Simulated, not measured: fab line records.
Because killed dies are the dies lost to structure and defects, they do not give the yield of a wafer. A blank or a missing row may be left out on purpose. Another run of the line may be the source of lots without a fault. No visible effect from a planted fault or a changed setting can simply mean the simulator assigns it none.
Matching of chambers    flow nand_harc    4 sister chambers for NHARC_P_M0_ETCH_34 on rie_diel-10
The step etches the open film in N2/H2, target depth 40 nm, overetch 12 nm, time 43.94 s. 4 wafers are shown with their chamber, then 12 later ones without.

EACH WAFER AND ITS CHAMBER
wafer   chamber  showerhead_plenum_p_Torr (Torr)
L087.6  1        2.07
L089.5  3        2.15
L090.4  0        2.06
L090.6  2        2.12

WAFERS WHOSE CHAMBER IS MISSING
wafer   showerhead_plenum_p_Torr (Torr)
L092.1  2.15
L092.4  2.12
L092.6  2.12
L091.1  2.12
L091.3  2.07
L091.6  2.15
L093.2  2.06
L093.3  2.15
L093.6  2.12
L097.1  2.12
L097.4  2.05
L097.6  2.12

CHAMBER TAKEN BY EACH
wafer   from the rows above  in truth
L092.1  3                    3
L092.4  2                    2
L092.6  2                    2
L091.1  2                    2
L091.3  1                    1
L091.6  3                    3
L093.2  0                    0
L093.3  3                    3
L093.6  2                    2
L097.1  2                    2
L097.4  0                    0
L097.6  2                    2
Correct placement for 12 of the 12. From these rows, 0 cannot be placed. Wrongly placed: 0.
How it was worked out, from the rows above alone: a wafer's distance from a chamber is the root of the sum, over the readings, of the square of ((its reading less the chamber's mean) divided by the reading's scatter). The wafer belongs to the nearest chamber; if the next one is less than 2 further off, it can't be placed. A chamber's mean is the mean of its shown wafers. The scatter: with one shown wafer a chamber, the root of the mean of the squares of how far each hidden wafer lies from its nearest shown one.
